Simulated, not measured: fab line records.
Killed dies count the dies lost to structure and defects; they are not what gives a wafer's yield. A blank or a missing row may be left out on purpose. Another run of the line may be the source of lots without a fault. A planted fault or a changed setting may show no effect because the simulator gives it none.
fab line records + flow n5Finfet + part 2 of 2: steps 5 to 6 of 6
record
- lots=23
- wafers=69
- lastDay=17
route steps=1938 shown HKMG_FIN@441 GATE_CUT@470
lots with no fault: from the same line, run without faults
startH: hours from the record's first day to the start of the lot's first wafer shown + waitH: hours from the lot's prior step to this one + " as in the row above + L1.1+2: a single row standing in for several wafers + - no value, or no start given + * or withheld: withheld + < > ~ a bound
route shown NAME@n: NAME is a module with steps in the file, n the number in the route of the first one + usual: mean/standard deviation taken from wafers without a fault + same: alike in all rows + chamber/n: place in a boat + sites: the reading at each site + _std_site: their standard deviation + _edge_site: the outer-site mean with the inner-site mean subtracted + radiusMm: for every site, how far away it sits from the centre of the wafer + mask NAME#n: copy n + behind: the most recent tool/chamber to have shaped the wafer + hold: why the lot went on hold/how many hours it stayed there/how the hold came to an end + device: whichever transistor did not switch (one of n, p or np) + end of line: the same wafers' tests at the end of the route + a step with no rows: only its recipe + killed: dies lost to structure and defects at the first sort, not the wafer's yield + map: a wafer's dies, x killed, . not, _ none there
set.NAME: the setting that was run; set.NAME@STEP: the one run at that earlier step + model.NAME: the simulator's own value behind a step, which no gauge read
a sample of lots followed through the steps of the route, with each step as a table and each wafer as a row
services: the hour from which a tool's chamber was out of use, counted from the record's first day as startH (under 0 if before that day), plus the number of hours and why
## steps
# step N5_HKMG_FIN_CMP_23
# recipe
- stopOn=SiNx
- tOverpolishS=10
- postCmpClean=rinseOnly
- downForcePsi=4
- platenRpm=50.289
- padVelocityMS=1.0006
- targetThkNm=46.326
# usual
- motorCurrentA=12.2/1.3
- overpolishRunS=9.999/0.02
- timeToEndpointS=12.3/2.7
| lot.wafer | tool   | chamber | startH | waitH | motorCurrentA | overpolishRunS | timeToEndpointS |
|-----------|--------|---------|--------|-------|---------------|----------------|-----------------|
| L074.2    | cmp-04 | 2       | 79.72  | 0.0   | 12.4          | 9.997          | 11.9            |
| L074.1    | "      | 3       | "      | "     | 11.0          | 10.007         | 15.0            |
| L074.3    | "      | 1       | "      | "     | 9.6           | 10.004         | 11.3            |
| L075.1    | cmp-04 | 1       | 85.20  | 0.1   | 9.5           | 9.996          | 14.3            |
| L075.3    | "      | 2       | "      | "     | 11.4          | 10.004         | 13.7            |
| L075.5    | "      | 0       | "      | "     | 11.6          | 9.999          | 11.2            |
| L076.1    | cmp-02 | 3       | 92.48  | 0.0   | 12.7          | 9.999          | 10.2            |
| L076.4    | "      | 2       | "      | "     | 13.3          | 9.999          | 11.0            |
| L076.5    | "      | 3       | "      | "     | 13.5          | 9.997          | 10.8            |
| L077.3    | cmp-04 | 0       | 96.41  | 0.1   | 11.7          | 10.018         | 15.1            |
| L077.1    | "      | 2       | "      | "     | 11.9          | 9.999          | 14.5            |
| L077.5    | "      | 0       | "      | "     | 11.5          | 9.991          | 12.1            |
| L078.1    | cmp-01 | 0       | 101.97 | 0.3   | 15.3          | 10.004         | 11.3            |
| L078.5    | "      | 1       | "      | "     | 13.4          | 9.986          | 8.5             |
| L078.6    | "      | 2       | "      | "     | 12.5          | 9.990          | 11.3            |
| L079.1    | cmp-02 | 1       | 108.71 | 0.1   | 11.8          | 10.009         | 11.2            |
| L079.3    | "      | 2       | "      | "     | 12.5          | 10.005         | 13.6            |
| L079.5    | "      | 0       | "      | "     | 11.6          | 10.012         | 14.5            |
| L080.3    | cmp-04 | 0       | 120.20 | 0.0   | 12.0          | 9.976          | 17.9            |
| L080.2    | "      | 1       | "      | "     | 8.6           | 9.992          | 14.1            |
| L080.6    | "      | 0       | "      | "     | 12.3          | 10.013         | 15.6            |
| L081.1    | cmp-01 | 0       | 120.61 | 0.0   | 14.8          | 9.993          | 8.2             |
| L081.3    | "      | 3       | "      | "     | 12.4          | 10.000         | 12.3            |
| L081.5    | "      | 1       | "      | "     | 13.0          | 9.996          | 8.5             |
| L082.3    | cmp-01 | 2       | 130.70 | 0.0   | 11.6          | 9.999          | 10.3            |
| L082.2    | "      | 1       | "      | "     | 13.2          | 10.012         | 9.1             |
| L082.5    | "      | 2       | "      | "     | 12.2          | 9.979          | 12.3            |
| L083.3    | cmp-01 | 3       | 135.02 | 0.0   | 11.9          | 9.981          | 14.4            |
| L083.2    | "      | 1       | "      | "     | 12.8          | 10.015         | 12.0            |
| L083.6    | "      | 0       | "      | "     | 14.6          | 10.010         | 10.8            |
| L084.1    | cmp-01 | 1       | 144.35 | 0.2   | 13.1          | 9.994          | 9.5             |
| L084.5    | "      | 3       | "      | "     | 12.0          | 10.012         | 12.4            |
| L084.6    | "      | 0       | "      | "     | 15.4          | 10.001         | 9.7             |
| L085.2    | cmp-02 | 3       | 146.74 | 0.0   | 13.5          | 10.018         | 13.0            |
| L085.3    | "      | 1       | "      | "     | 10.9          | 9.999          | 10.6            |
| L085.4    | "      | 2       | "      | "     | 12.9          | 10.002         | 13.1            |
| L086.1    | cmp-04 | 3       | 154.77 | 0.0   | 11.2          | 10.006         | 11.2            |
| L086.4    | "      | 1       | "      | "     | 9.4           | 9.994          | 10.8            |
| L086.3    | "      | 2       | "      | "     | 12.4          | 10.001         | 8.2             |
| L087.3    | cmp-01 | 3       | 157.88 | 0.1   | 12.7          | 10.003         | 14.8            |
| L087.2    | "      | 0       | "      | "     | 15.5          | 10.009         | 9.4             |
| L087.5    | "      | 3       | "      | "     | 12.3          | 9.997          | 12.2            |
| L088.3    | cmp-04 | 3       | 161.99 | 0.0   | 11.2          | 10.001         | 14.6            |
| L088.2    | "      | 0       | "      | "     | 11.3          | 9.994          | 8.2             |
| L088.5    | "      | 3       | "      | "     | 11.8          | 9.994          | 13.6            |
| L089.1    | cmp-01 | 2       | 171.50 | 0.0   | 12.1          | 10.007         | 12.4            |
| L089.2    | "      | 0       | "      | "     | 15.1          | 9.986          | 11.4            |
| L089.3    | "      | 1       | "      | "     | 12.9          | 10.011         | 9.2             |
| L090.1    | cmp-01 | 2       | 177.15 | 0.2   | 12.0          | 10.002         | 12.8            |
| L090.5    | "      | 0       | "      | "     | 15.4          | 10.005         | 14.7            |
| L090.6    | "      | 1       | "      | "     | 12.8          | 10.019         | 10.4            |
| L092.4    | cmp-04 | 2       | 185.68 | 0.0   | 11.9          | 10.007         | 8.1             |
| L092.2    | "      | 0       | "      | "     | 11.9          | 9.997          | 9.3             |
| L092.1    | "      | 1       | "      | "     | 9.5           | 9.992          | 5.8             |
| L093.3    | cmp-02 | 1       | 194.58 | 0.4   | 10.7          | 9.998          | 11.6            |
| L093.6    | "      | 3       | "      | "     | 12.9          | 10.001         | 12.5            |
| L093.5    | "      | 0       | "      | "     | 11.5          | 9.994          | 13.4            |
| L094.2    | cmp-02 | 1       | 200.08 | 0.3   | 11.2          | 10.003         | 8.0             |
| L094.5    | "      | 2       | "      | "     | 12.2          | 10.001         | 10.7            |
| L094.6    | "      | 3       | "      | "     | 12.7          | 10.007         | 9.4             |
| L095.2    | cmp-01 | 2       | 206.59 | 0.0   | 11.9          | 10.011         | 10.8            |
| L095.1    | "      | 3       | "      | "     | 11.8          | 9.994          | 15.2            |
| L095.4    | "      | 1       | "      | "     | 12.5          | 9.995          | 11.0            |
| L096.4    | cmp-02 | 2       | 210.99 | 0.1   | 12.1          | 9.997          | 16.2            |
| L096.6    | "      | 1       | "      | "     | 10.8          | 9.998          | 13.7            |
| L096.5    | "      | 2       | "      | "     | 12.8          | 9.993          | 14.9            |
| L097.1    | cmp-02 | 0       | 219.64 | 0.0   | 11.0          | 9.999          | 18.2            |
| L097.2    | "      | 2       | "      | "     | 12.4          | 9.996          | 14.6            |
| L097.6    | "      | 0       | "      | "     | 11.2          | 9.996          | 17.8            |
# step N5_GATE_CUT_STRIP_59
# recipe
- chemistry=N2/H2
- timeS=20
- powerW=100
- tempC=40
- pressureMtorr=100
- rfFrequencyHz=6e+07
- biasPowerW=3
- n2FlowSccm=300
- h2FlowSccm=300
# usual
- drypumpMotorCurrentA=5.9/0.52
- oesProductAu=0.75/0.056
- rfVppV=45.3/0.88
- showerheadPlenumPTorr=3.38/0.12
- throttleValvePct=12.23/0.16
| lot.wafer | tool       | chamber | startH | waitH | drypumpMotorCurrentA | oesProductAu | rfHoursCounterH | rfVppV | showerheadPlenumPTorr | throttleValvePct |
|-----------|------------|---------|--------|-------|----------------------|--------------|-----------------|--------|-----------------------|------------------|
| L074.1    | rieDiel-04 | 1       | 80.86  | 0.1   | 6.1                  | 0.75         | 130             | 44.2   | 3.52                  | 12.24            |
| L074.2    | "          | 3       | "      | "     | 5.9                  | 0.73         | 147             | 43.3   | 3.51                  | 12.07            |
| L074.3    | "          | 0       | "      | "     | 6.3                  | 0.76         | 188             | 45.2   | 3.20                  | 12.46            |
| L075.1    | rieDiel-03 | 2       | 86.65  | 0.1   | 5.3                  | 0.75         | 167             | 44.0   | 3.38                  | 12.21            |
| L075.3    | "          | 0       | "      | "     | 5.9                  | 0.72         | 209             | 44.2   | 3.21                  | 12.36            |
| L075.5    | "          | 0       | "      | "     | 5.9                  | 0.72         | -               | 43.4   | 3.21                  | 12.38            |
| L076.1    | rieDiel-04 | 0       | 93.61  | 0.1   | 6.4                  | 0.74         | 191             | 45.6   | 3.20                  | 12.47            |
| L076.4    | "          | 1       | "      | "     | 6.0                  | 0.74         | 134             | 45.4   | 3.52                  | 12.23            |
| L076.5    | "          | 2       | "      | "     | 5.4                  | 0.78         | -               | 44.4   | 3.38                  | 12.17            |
| L077.1    | rieDiel-02 | 2       | 97.47  | 0.1   | 6.2                  | 0.74         | 138             | 44.1   | 3.38                  | 12.05            |
| L077.3    | "          | 3       | "      | "     | 6.7                  | 0.68         | 229             | 44.4   | 3.46                  | 12.39            |
| L077.5    | "          | 3       | "      | "     | 6.7                  | 0.68         | -               | 45.0   | 3.46                  | 12.38            |
| L078.1    | rieDiel-02 | 2       | 102.87 | 0.1   | 6.1                  | 0.74         | 140             | 45.2   | 3.38                  | 12.08            |
| L078.5    | "          | 2       | "      | "     | 6.1                  | 0.74         | -               | 45.7   | 3.38                  | 12.06            |
| L078.6    | "          | 3       | "      | "     | 6.7                  | 0.68         | -               | 45.3   | 3.46                  | 12.40            |
| L079.1    | rieDiel-02 | 3       | 109.96 | 0.1   | 6.6                  | 0.68         | 233             | 44.8   | 3.46                  | 12.41            |
| L079.3    | "          | 2       | "      | "     | 6.1                  | 0.74         | 142             | 45.4   | 3.38                  | 12.07            |
| L079.5    | "          | 0       | "      | "     | 5.1                  | 0.83         | -               | 44.5   | 3.54                  | 12.06            |
| L080.2    | rieDiel-02 | 0       | 121.34 | 0.1   | 5.1                  | 0.83         | 83              | 46.0   | 3.54                  | 12.08            |
| L080.3    | "          | 2       | "      | "     | 6.1                  | 0.74         | 145             | 45.1   | 3.38                  | 12.09            |
| L080.6    | "          | 0       | "      | "     | 5.1                  | 0.83         | -               | 46.1   | 3.54                  | 12.08            |
| L081.1    | rieDiel-04 | 1       | 121.75 | 0.1   | 6.0                  | 0.74         | 141             | 46.2   | 3.51                  | 12.24            |
| L081.3    | "          | 3       | "      | "     | 6.0                  | 0.73         | 158             | 45.8   | 3.50                  | 12.08            |
| L081.5    | "          | 2       | "      | "     | 5.4                  | 0.78         | -               | 46.5   | 3.38                  | 12.18            |
| L082.2    | rieDiel-02 | 0       | 131.97 | 0.1   | 5.1                  | 0.82         | 86              | 45.8   | 3.54                  | 12.06            |
| L082.3    | "          | 1       | "      | "     | 6.2                  | 0.76         | 133             | 45.5   | 3.25                  | 12.12            |
| L082.5    | "          | 0       | "      | "     | 5.1                  | 0.82         | -               | 46.3   | 3.54                  | 12.07            |
| L083.2    | rieDiel-02 | 1       | 136.21 | 0.1   | 6.2                  | 0.77         | 134             | 44.7   | 3.25                  | 12.12            |
| L083.3    | "          | 0       | "      | "     | 5.1                  | 0.82         | 87              | 47.2   | 3.54                  | 12.08            |
| L083.6    | "          | 3       | "      | "     | 6.7                  | 0.67         | -               | 45.5   | 3.46                  | 12.43            |
| L084.1    | rieDiel-04 | 3       | 145.33 | 0.1   | 6.0                  | 0.72         | 168             | 46.3   | 3.49                  | 12.12            |
| L084.5    | "          | 0       | "      | "     | 6.3                  | 0.73         | -               | 46.3   | 3.20                  | 12.50            |
| L084.6    | "          | 1       | "      | "     | 6.0                  | 0.73         | -               | 44.8   | 3.51                  | 12.27            |
| L085.2    | rieDiel-02 | 0       | 148.14 | 0.1   | 5.1                  | 0.82         | 91              | 45.4   | 3.54                  | 12.09            |
| L085.3    | "          | 2       | "      | "     | 6.2                  | 0.74         | 151             | 44.1   | 3.37                  | 12.09            |
| L085.4    | "          | 3       | "      | "     | 6.7                  | 0.67         | 243             | 45.8   | 3.46                  | 12.44            |
| L086.1    | rieDiel-04 | 1       | 155.91 | 0.1   | 6.0                  | 0.73         | 153             | 45.6   | 3.51                  | 12.31            |
| L086.3    | "          | 2       | "      | "     | 5.5                  | 0.77         | 145             | 44.5   | 3.37                  | 12.22            |
| L086.4    | "          | 0       | "      | "     | 6.3                  | 0.73         | 206             | 45.2   | 3.19                  | 12.50            |
| L087.2    | rieDiel-02 | 1       | 159.06 | 0.1   | 6.2                  | 0.76         | 140             | 46.2   | 3.25                  | 12.13            |
| L087.3    | "          | 2       | "      | "     | 6.2                  | 0.74         | 154             | 44.2   | 3.37                  | 12.12            |
| L087.5    | "          | 2       | "      | "     | 6.1                  | 0.74         | -               | 44.6   | 3.37                  | 12.10            |
| L088.2    | rieDiel-04 | 0       | 163.13 | 0.1   | 6.4                  | 0.72         | 208             | 46.0   | 3.19                  | 12.50            |
| L088.3    | "          | 2       | "      | "     | 5.4                  | 0.76         | 146             | 44.9   | 3.37                  | 12.23            |
| L088.5    | "          | 1       | "      | "     | 6.1                  | 0.73         | -               | 46.1   | 3.50                  | 12.31            |
| L089.1    | rieDiel-02 | 3       | 172.93 | 0.1   | 6.7                  | 0.67         | 248             | 45.8   | 3.45                  | 12.46            |
| L089.2    | "          | 2       | "      | "     | 6.2                  | 0.73         | 159             | 43.8   | 3.37                  | 12.13            |
| L089.3    | "          | 1       | "      | "     | 6.2                  | 0.76         | 145             | 45.8   | 3.25                  | 12.14            |
| L090.1    | rieDiel-02 | 2       | 178.25 | 0.1   | 6.2                  | 0.73         | 160             | 44.5   | 3.37                  | 12.10            |
| L090.5    | "          | 3       | "      | "     | 6.7                  | 0.67         | -               | 45.4   | 3.45                  | 12.45            |
| L090.6    | "          | 0       | "      | "     | 5.1                  | 0.82         | -               | 46.0   | 3.53                  | 12.11            |
| L092.1    | rieDiel-04 | 1       | 186.89 | 0.1   | 6.0                  | 0.72         | 161             | 45.0   | 3.50                  | 12.31            |
| L092.2    | "          | 3       | "      | "     | 6.0                  | 0.71         | 178             | 44.9   | 3.49                  | 12.13            |
| L092.4    | "          | 2       | "      | "     | 5.5                  | 0.76         | 153             | 46.2   | 3.37                  | 12.23            |
| L093.3    | rieDiel-02 | 0       | 195.63 | 0.1   | 5.1                  | 0.81         | 105             | 44.4   | 3.53                  | 12.12            |
| L093.5    | "          | 0       | "      | "     | 5.1                  | 0.80         | -               | 46.7   | 3.53                  | 12.12            |
| L093.6    | "          | 3       | "      | "     | 6.6                  | 0.99         | -               | 46.2   | 3.45                  | 11.81            |
| L094.2    | rieDiel-02 | 0       | 201.05 | 0.1   | 5.1                  | 0.80         | 107             | 44.4   | 3.53                  | 12.13            |
| L094.5    | "          | 1       | "      | "     | 6.2                  | 0.75         | -               | 44.7   | 3.24                  | 12.16            |
| L094.6    | "          | 0       | "      | "     | 5.1                  | 0.80         | -               | 44.8   | 3.53                  | 12.12            |
| L095.1    | rieDiel-03 | 3       | 207.73 | 0.1   | 5.3                  | 0.72         | 180             | 44.4   | 3.21                  | 12.34            |
| L095.2    | "          | 0       | "      | "     | 5.9                  | 0.69         | 244             | 45.7   | 3.19                  | 12.45            |
| L095.4    | "          | 1       | "      | "     | 6.5                  | 0.71         | 189             | 44.8   | 3.35                  | 12.32            |
| L096.4    | rieDiel-03 | 3       | 212.05 | 0.1   | 5.3                  | 0.73         | 181             | 43.9   | 3.21                  | 12.33            |
| L096.5    | "          | 0       | "      | "     | 5.9                  | 0.69         | -               | 44.5   | 3.19                  | 12.48            |
| L096.6    | "          | 3       | "      | "     | 5.3                  | 0.72         | -               | 46.8   | 3.21                  | 12.34            |
| L097.1    | rieDiel-03 | 2       | 220.89 | 0.1   | 5.3                  | 0.70         | 207             | 44.9   | 3.36                  | 12.29            |
| L097.2    | "          | 3       | "      | "     | 5.3                  | 0.72         | 184             | 44.0   | 3.20                  | 12.34            |
| L097.6    | "          | 0       | "      | "     | 5.9                  | 0.68         | -               | 45.0   | 3.19                  | 12.46            |
## services
| tool           | chamber | startH | hours | kind   |
|----------------|---------|--------|-------|--------|
| rieDiel-02     | -       | 53.02  | 14.6  | pm     |
| rieDiel-04     | 3       | 60.92  | 12.0  | repair |
| rieDiel-02     | 2       | 69.71  | 3.8   | repair |
| rieDiel-02     | 1       | 71.07  | 1.3   | repair |
| rieDiel-06     | 3       | 73.64  | 6.6   | repair |
| rieDiel-05     | 2       | 80.74  | 5.5   | repair |
| cmp-04         | -       | 100.79 | 0.8   | repair |
| cmp-01         | -       | 102.96 | 0.9   | repair |
| rieDiel-02     | -       | 104.66 | 0.8   | repair |
| rieDiel-05     | 0       | 110.92 | 6.6   | repair |
| rieDiel-06     | 1       | 116.06 | 7.0   | repair |
| rieDiel-04     | -       | 117.44 | 2.2   | repair |
| cmp-04         | -       | 123.56 | 6.0   | pm     |
| rieDiel-02     | -       | 126.83 | 2.8   | pm     |
| cmp-02         | -       | 136.75 | 1.0   | repair |
| cmp-04         | -       | 141.83 | 4.0   | pm     |
| plasmaAsher-02 | -       | 142.88 | 3.1   | repair |
| cmp-02         | -       | 157.28 | 1.2   | repair |
| cmp-02         | -       | 166.88 | 3.1   | repair |
| rieMetal-03    | 1       | 171.39 | 9.5   | repair |
| cmp-01         | -       | 183.55 | 2.5   | repair |
| rieDiel-01     | 1       | 194.65 | 3.8   | repair |
| rieDiel-05     | 1       | 208.51 | 1.2   | repair |
| rieDiel-02     | 3       | 210.65 | 2.9   | repair |
